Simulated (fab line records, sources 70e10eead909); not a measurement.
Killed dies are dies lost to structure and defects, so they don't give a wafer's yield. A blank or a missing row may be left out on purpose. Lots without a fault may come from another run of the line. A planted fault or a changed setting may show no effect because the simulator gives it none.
Chamber matching | flow nand_harc | NHARC_P_M2_ETCH_35 on rie_diel-05: 4 sister chambers
The step etches the open film in N2/H2, target depth 40 nm, overetch 12 nm, time 43.94 s. 7 wafers are shown with their chamber, then 7 later ones without.

WAFERS WITH THEIR CHAMBER
wafer  | chamber | showerhead_plenum_p_Torr (Torr) | rf_vpp_V (V)
L084.1 | 3       | 1.90                            | 426
L089.1 | 0       | 2.19                            | 436
L089.2 | 1       | 2.10                            | 432
L091.4 | 3       | 1.89                            | 427
L091.6 | 1       | 2.10                            | 432
L093.3 | 2       | 1.91                            | 427
L093.5 | 2       | 1.91                            | 427

WAFERS WITHOUT THEIR CHAMBER
wafer  | showerhead_plenum_p_Torr (Torr) | rf_vpp_V (V)
L093.6 | 2.10                            | 433
L094.4 | 2.18                            | 434
L094.5 | 1.89                            | 427
L094.6 | 2.18                            | 435
L095.1 | 2.10                            | 431
L095.2 | 2.18                            | 435
L095.5 | 2.10                            | 433

WHICH CHAMBER EACH WENT THROUGH
wafer  | from the rows above | in truth
L093.6 | 1                   | 1
L094.4 | 0                   | 0
L094.5 | 3                   | 3
L094.6 | 0                   | 0
L095.1 | 1                   | 1
L095.2 | 0                   | 0
L095.5 | 1                   | 1
Placed correctly: 7 of 7. Can't be placed from these rows: 0. Placed wrongly: 0.
How it was worked out, from the rows above alone: a wafer's distance from a chamber is the root of the sum, over the readings, of the square of ((its reading less the chamber's mean) divided by the reading's scatter). The wafer belongs to the nearest chamber; if the next one is less than 2 further off, it can't be placed. A chamber's mean is the mean of its shown wafers. The scatter: the root of (the sum of the squares of (reading less its chamber's mean) over the shown wafers, divided by (wafers less chambers)).
